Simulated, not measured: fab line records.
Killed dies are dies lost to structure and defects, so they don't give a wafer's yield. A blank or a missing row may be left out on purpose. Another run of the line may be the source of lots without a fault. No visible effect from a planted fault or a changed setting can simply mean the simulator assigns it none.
Struck lot and sound lot, side by side / flow nand harc / 13 steps out of a route of 1159
Sound: these wafers, L964.1, L964.3, L964.5. Struck: wafers L963.2, L963.3, L963.5. At the end, the cause is stated.
Per side, at each step with rows, come the tool, then ch with its chambers, and then its first start. Under that, the readings that differ: sound wafers / struck wafers / difference of the means / sigmas: that difference in standard deviations of wafers without a fault.
alike: a reading whose means differ by less than 2 such deviations, as well as words and numbers matching on both sides. not compared: withheld readings; readings where some wafer has no value; bounds like >300 that might hide an equal value; numbers whose values overlap and for which the record gives no deviation.
The two part at a step that has a row with sigmas, a row that says differs or no value, or rows on one side only. When numbers do not overlap yet have no deviation, they are printed without sigmas and do not part them. A reading missing from all wafers of one side parts the sides only when that side holds two or more wafers.

NHARC_THIN_TSV_CMP_21: polishes, t overpolish 30 s, target thk 2000 nm.
  sound on cmp-03 ch 0,1,2, day 22 06:30; struck on cmp-03 ch 0,1,2, day 22 00:35
  alike: motor current A, overpolish run s, slurry flow ml min
after that, 1 step had no rows for these wafers: NHARC_THIN_TSV_SRD_23.
NHARC_THIN_TSV_DEGAS_53: time 60 s.
  sound on pvd sputter-03 at day 22 07:02; struck on pvd sputter-03 at day 22 02:49
  alike: heater power w
NHARC_THIN_TSV_PRE_CLEAN_54: time 30 s.
  sound on pvd sputter-03 at day 22 07:10; struck on pvd sputter-03 at day 22 03:10
  alike: heater power w
then, 7 steps without rows for these wafers: NHARC_THIN_TSV_PVD_55 (deposits TiN, target thk 50 nm); NHARC_THIN_TSV_PVD_24 (deposits Al, target thk 800 nm); NHARC_THIN_TSV_DEHYDRATE_25 (time 120 s); NHARC_THIN_TSV_HMDS_26 (time 30 s); NHARC_THIN_TSV_COAT_27; NHARC_THIN_TSV_SOFTBAKE_28 (time 95 s); NHARC_THIN_TSV_EBR_29.
NHARC_THIN_TSV_EXPOSE_30: exposes mask PAD.
  sound on krf scanner-01 ch 0, day 22 08:34; struck on krf scanner-04, day 22 04:45
  no value came back on the struck wafers for exposure dose mJ cm2, focus offset nm (nm), reticle temp C (C); on the sound wafers exposure dose mJ cm2 reads 11.462 11.481 11.463
  alike: mask
then, 1 step without rows for these wafers: NHARC_THIN_TSV_PEB_31 (peb time 85 s).

## WHERE THEY PART
Within this record, at NHARC_THIN_TSV_EXPOSE_30 only.

WHY: the cause the simulator had injected
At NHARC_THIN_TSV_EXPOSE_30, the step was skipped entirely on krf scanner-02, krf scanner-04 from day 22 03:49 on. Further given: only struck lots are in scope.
